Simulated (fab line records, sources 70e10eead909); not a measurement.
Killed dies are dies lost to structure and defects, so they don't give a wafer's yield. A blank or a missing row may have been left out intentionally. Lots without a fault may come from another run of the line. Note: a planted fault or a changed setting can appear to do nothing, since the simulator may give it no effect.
Which tool is to blame? + flow nandHarc + 13 lots, 39 wafers sampled, at 5 steps of a route of 1302

## WHAT EACH GAUGE READ, for each wafer
NHARC_P_ZERO_WELL_CD_MEAS_24 targets a cd of 720 nm. Usual: cdNm reads 719.7 nm (standard deviation 1.6).
| lot  | measured     | on       | cdNm (nm)         | flag |
|------|--------------|----------|-------------------|------|
| L358 | day 1 22:49  | cdSem-01 | 720.5 719.2 721.3 |      |
| L359 | day 2 08:20  | cdSem-03 | 720.0 719.3 720.1 |      |
| L361 | day 3 04:21  | cdSem-01 | 719.4 720.4 721.9 |      |
| L363 | day 4 00:20  | cdSem-03 | 718.9 720.3 718.0 |      |
| L365 | day 4 20:40  | cdSem-03 | 721.1 716.4 717.5 |      |
| L373 | day 8 04:35  | cdSem-01 | 719.3 719.8 717.7 |      |
| L374 | day 8 14:53  | cdSem-01 | 719.7 718.9 718.1 |      |
| L375 | day 9 00:27  | cdSem-02 | 719.4 720.5 719.1 |      |
| L376 | day 9 10:29  | cdSem-02 | 719.1 719.6 718.7 |      |
| L377 | day 9 20:27  | cdSem-03 | 720.7 718.6 719.0 |      |
| L378 | day 10 06:36 | cdSem-03 | 719.5 717.6 721.5 |      |
| L380 | day 11 02:28 | cdSem-01 | 718.6 718.1 718.0 |      |
| L381 | day 11 13:34 | cdSem-01 | 723.5 718.6 720.8 |      |

NHARC_P_STI_CD_MEAS_16. Usual: cdNm reads 200.3 nm (standard deviation 2.2).
| lot  | measured     | on       | cdNm (nm)         | flag |
|------|--------------|----------|-------------------|------|
| L358 | day 3 02:55  | cdSem-03 | 201.6 202.7 200.9 |      |
| L359 | day 3 11:24  | cdSem-02 | 195.9 200.5 202.6 |      |
| L361 | day 4 04:21  | cdSem-02 | 198.6 198.1 202.5 |      |
| L363 | day 4 22:37  | cdSem-03 | 200.5 197.3 198.6 |      |
| L365 | day 5 22:56  | cdSem-02 | 201.8 201.2 201.4 |      |
| L373 | day 9 00:51  | cdSem-03 | 199.5 201.5 198.5 |      |
| L374 | day 9 12:54  | cdSem-01 | 202.7 199.4 201.1 |      |
| L375 | day 10 00:17 | cdSem-02 | 204.5 202.3 202.4 |      |
| L376 | day 10 07:58 | cdSem-01 | 200.6 199.3 198.6 |      |
| L377 | day 10 21:20 | cdSem-03 | 200.0 199.1 198.9 |      |
| L378 | day 11 08:05 | cdSem-03 | 203.4 199.6 201.5 |      |
| L380 | day 12 00:42 | cdSem-03 | 197.7 200.5 198.1 |      |
| L381 | day 12 09:40 | cdSem-03 | 200.5 199.2 201.3 |      |

NHARC_END_SORT_01. Usual: killedAtArray 59, standard deviation 20; killedAtOther 0.8, standard deviation 1; killedAtPeriphery 3.2, standard deviation 2.1; killedDies 63, standard deviation 21; killedOpen 3.0, standard deviation 1.9; killedShort 2.3, standard deviation 1.5.
| lot  | measured     | on        | killedAtArray | killedAtOther | killedAtPeriphery | killedDies | killedOpen | killedShort | flag |
|------|--------------|-----------|---------------|---------------|-------------------|------------|------------|-------------|------|
| L374 | day 30 22:38 | prober-01 | 91 80 71      | 1 0 0         | 5 8 6             | 97 88 77   | 4 2 1      | 2 1 3       |      |

## WHAT TOOL EACH LOT RAN ON (gives the tool, then ch and the chambers of the sampled wafers, and finally the start)
| lot  | NHARC_P_ZERO_WELL_DESCUM_13       | NHARC_P_ZERO_WELL_STRIP_56         |
|------|-----------------------------------|------------------------------------|
| L358 | rieDiel-03 ch 0,3, day 1 21:35    | wetBench-07 ch 4,6,7, day 2 02:49  |
| L359 | rieDiel-03 ch 0,3, day 2 07:17    | wetBench-07 ch 0,6,7, day 2 12:16  |
| L361 | rieDiel-07 ch 2,3, day 3 03:17    | wetBench-07 ch 0,2,3, day 3 08:28  |
| L363 | rieDiel-03 ch 0,2,3, day 3 23:17  | wetBench-07 ch 3,4,5, day 4 04:15  |
| L365 | rieDiel-03 ch 0,3, day 4 19:16    | wetBench-07 ch 2,4,6, day 5 00:40  |
| L373 | rieDiel-10 ch 0,1,2, day 8 03:24  | wetBench-05 ch 1,4,7, day 8 08:35  |
| L374 | rieDiel-03 ch 2,3, day 8 13:17    | wetBench-07 ch 3,5,7, day 8 18:53  |
| L375 | rieDiel-07 ch 1,2, day 8 23:23    | wetBench-05 ch 2,3,6, day 9 04:26  |
| L376 | rieDiel-07 ch 0,2,3, day 9 09:25  | wetBench-07 ch 3,5,6, day 9 14:12  |
| L377 | rieDiel-10 ch 0,3, day 9 19:23    | wetBench-05 ch 0,6,7, day 10 00:19 |
| L378 | rieDiel-10 ch 0,2,3, day 10 05:25 | wetBench-03 ch 2,3,6, day 10 14:29 |
| L380 | rieDiel-03 ch 0,1,2, day 11 01:21 | wetBench-07 ch 3,4,6, day 11 06:30 |
| L381 | rieDiel-03 ch 0,3, day 11 11:55   | wetBench-03 ch 1,2,3, day 11 17:29 |
- NHARC_P_ZERO_WELL_DESCUM_13: chemistry O2, time 3 s.
- NHARC_P_ZERO_WELL_STRIP_56: strips in SPM, time 840 s.

## AS READ BY THE TOOLS THEMSELVES (means over the sampled wafers that have a number; for cases with no such wafer, the mark the record gives instead)
NHARC_P_ZERO_WELL_DESCUM_13. Usual: drypumpMotorCurrentA 5.8 A, standard deviation 0.53; oesProductAu 1.003 a.u., standard deviation 0.0096; rfVppV 57.6 V, standard deviation 0.89; showerheadPlenumPTorr 1.89 Torr, standard deviation 0.082; throttleValvePct 11.311 %, standard deviation 0.0092.
| lot  | tool       | drypumpMotorCurrentA (A) | oesProductAu (a.u.) | rfVppV (V) | showerheadPlenumPTorr (Torr) | throttleValvePct (%) | flag |
|------|------------|--------------------------|---------------------|------------|------------------------------|----------------------|------|
| L358 | rieDiel-03 | 5.7                      | 1.011               | 57.5       | 1.87                         | 11.302               |      |
| L359 | rieDiel-03 | 6.0                      | 1.003               | 57.1       | 1.87                         | 11.315               |      |
| L361 | rieDiel-07 | 6.1                      | 1.012               | 57.5       | 1.90                         | 11.310               |      |
| L363 | rieDiel-03 | 5.6                      | 1.009               | 58.0       | 1.92                         | 11.314               |      |
| L365 | rieDiel-03 | 5.7                      | 1.007               | 58.2       | 1.86                         | 11.309               |      |
| L373 | rieDiel-10 | 6.0                      | 0.993               | 58.0       | 1.86                         | 11.311               |      |
| L374 | rieDiel-03 | 5.3                      | 0.998               | 57.5       | 1.96                         | 11.310               |      |
| L375 | rieDiel-07 | 6.1                      | 1.011               | 58.2       | 1.93                         | 11.318               |      |
| L376 | rieDiel-07 | 6.0                      | 1.006               | 57.6       | 1.88                         | 11.312               |      |
| L377 | rieDiel-10 | 4.9                      | 1.011               | 58.1       | 1.95                         | 11.308               |      |
| L378 | rieDiel-10 | 5.4                      | 0.999               | 57.9       | 1.89                         | 11.313               |      |
| L380 | rieDiel-03 | 5.9                      | 0.996               | 57.5       | 1.88                         | 11.318               |      |
| L381 | rieDiel-03 | 5.7                      | 1.003               | 57.6       | 1.85                         | 11.312               |      |

NHARC_P_ZERO_WELL_STRIP_56. Usual: runLengthS reads 843.3 s (standard deviation 0.94).
| lot  | tool        | runLengthS (s) | flag |
|------|-------------|----------------|------|
| L358 | wetBench-07 | 843.9          |      |
| L359 | wetBench-07 | 843.4          |      |
| L361 | wetBench-07 | 843.1          |      |
| L363 | wetBench-07 | 176.9          | OFF  |
| L365 | wetBench-07 | 176.0          | OFF  |
| L373 | wetBench-05 | 843.0          |      |
| L374 | wetBench-07 | 844.4          |      |
| L375 | wetBench-05 | 843.1          |      |
| L376 | wetBench-07 | 843.6          |      |
| L377 | wetBench-05 | 843.7          |      |
| L378 | wetBench-03 | 844.2          |      |
| L380 | wetBench-07 | 843.1          |      |
| L381 | wetBench-03 | 843.6          |      |

## THE ANSWER, worked out from the rows above alone
Rule: take the mean of a lot's wafers that have a number; if it is more than 3 standard deviations from the usual mean, the lot is off. Also off: a lot with no number at a reading for which 4 or more lots have one. The other lots that the step has rows for count as sound. After the gauges, taken in route order, come the tools' own readings; for these a lot's mean is taken, as printed above. At the first step where some lot is off, the reading lying furthest off is the one used; lots without a number count as furthest.
Off: L363, L365, at NHARC_P_ZERO_WELL_STRIP_56 (runLengthS).
A tool fits if, at that step or a process step before it, it ran every lot that is off, and no sound lot after the first of them. None of those tried fits.

## WHAT THE SIMULATOR HAD INSERTED
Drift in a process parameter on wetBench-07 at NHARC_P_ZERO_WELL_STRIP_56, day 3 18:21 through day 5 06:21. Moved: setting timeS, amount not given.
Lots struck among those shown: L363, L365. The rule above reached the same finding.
